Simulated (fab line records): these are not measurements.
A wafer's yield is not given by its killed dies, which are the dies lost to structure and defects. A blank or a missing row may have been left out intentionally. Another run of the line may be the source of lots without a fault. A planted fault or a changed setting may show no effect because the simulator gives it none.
Matching of chambers + flow n5 finfet + 4 sister chambers for N5_BEOL_M6_STRIP_19 on rie diel-04
The step strips in O2. 14 wafers are shown with their chamber, then 7 later ones without.

== WAFERS, EACH WITH ITS CHAMBER ==
| wafer  | chamber | throttle valve pct (%) | showerhead plenum p Torr (Torr) | drypump motor current A (A) |
|--------|---------|------------------------|---------------------------------|-----------------------------|
| L076.2 | 2       | 16.49                  | 2.07                            | 5.1                         |
| L076.3 | 2       | 16.49                  | 2.07                            | 5.1                         |
| L076.5 | 2       | 16.48                  | 2.07                            | 5.1                         |
| L081.3 | 1       | 17.08                  | 2.16                            | 6.0                         |
| L081.5 | 3       | 16.33                  | 2.06                            | 6.1                         |
| L081.6 | 2       | 16.52                  | 2.06                            | 5.0                         |
| L084.3 | 1       | 17.10                  | 2.16                            | 6.0                         |
| L084.4 | 1       | 17.11                  | 2.16                            | 6.0                         |
| L084.6 | 3       | 16.37                  | 2.05                            | 6.2                         |
| L091.1 | 0       | 16.43                  | 2.03                            | 5.0                         |
| L091.2 | 3       | 16.38                  | 2.05                            | 6.2                         |
| L091.6 | 3       | 16.38                  | 2.05                            | 6.2                         |
| L093.1 | 3       | 16.39                  | 2.05                            | 6.1                         |
| L093.5 | 0       | 16.43                  | 2.03                            | 5.0                         |

SIGNATURES (means of the wafers above)
| reading                  | chamber 0 | chamber 1 | chamber 2 | chamber 3 | scatter within a chamber |
|--------------------------|-----------|-----------|-----------|-----------|--------------------------|
| throttle valve pct       | 16.4300   | 17.0967   | 16.4950   | 16.3700   | 0.0189                   |
| showerhead plenum p Torr | 2.0300    | 2.1600    | 2.0675    | 2.0520    | 0.00394                  |
| drypump motor current A  | 5.000     | 6.000     | 5.075     | 6.160     | 0.0442                   |
Rule: for a wafer and a chamber, the distance is found by dividing, reading by reading, the gap between the wafer's reading and the chamber's mean by the reading's scatter, squaring, summing and taking the root. If the next closest chamber is less than 2 further off than the closest, the wafer can't be placed; otherwise it belongs to the closest. The scatter: the root of (the sum of the squares of (reading less its chamber's mean) over the shown wafers, divided by (wafers less chambers)).

== WAFERS MISSING THEIR CHAMBER ==
| wafer  | throttle valve pct (%) | showerhead plenum p Torr (Torr) | drypump motor current A (A) |
|--------|------------------------|---------------------------------|-----------------------------|
| L093.6 | 17.13                  | 2.15                            | 6.0                         |
| L094.3 | 16.44                  | 2.03                            | 5.0                         |
| L094.4 | 16.45                  | 2.03                            | 5.0                         |
| L094.6 | 16.58                  | 2.05                            | 5.1                         |
| L097.1 | 16.61                  | 2.05                            | 5.1                         |
| L097.2 | 16.44                  | 2.04                            | 6.1                         |
| L097.4 | 16.60                  | 2.15                            | 6.0                         |

== WHICH CHAMBER EACH ONE RAN IN ==
| wafer  | from the rows above     | in truth |
|--------|-------------------------|----------|
| L093.6 | 1                       | 1        |
| L094.3 | 0                       | 0        |
| L094.4 | 0                       | 0        |
| L094.6 | 2                       | 2        |
| L097.1 | 2                       | 2        |
| L097.2 | 3                       | 3        |
| L097.4 | can't be placed: 1 or 3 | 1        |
Placed correctly: 6 of 7. Unplaceable from these rows: 1, with the true chamber sitting among the candidates in 1. Placed wrongly: 0.
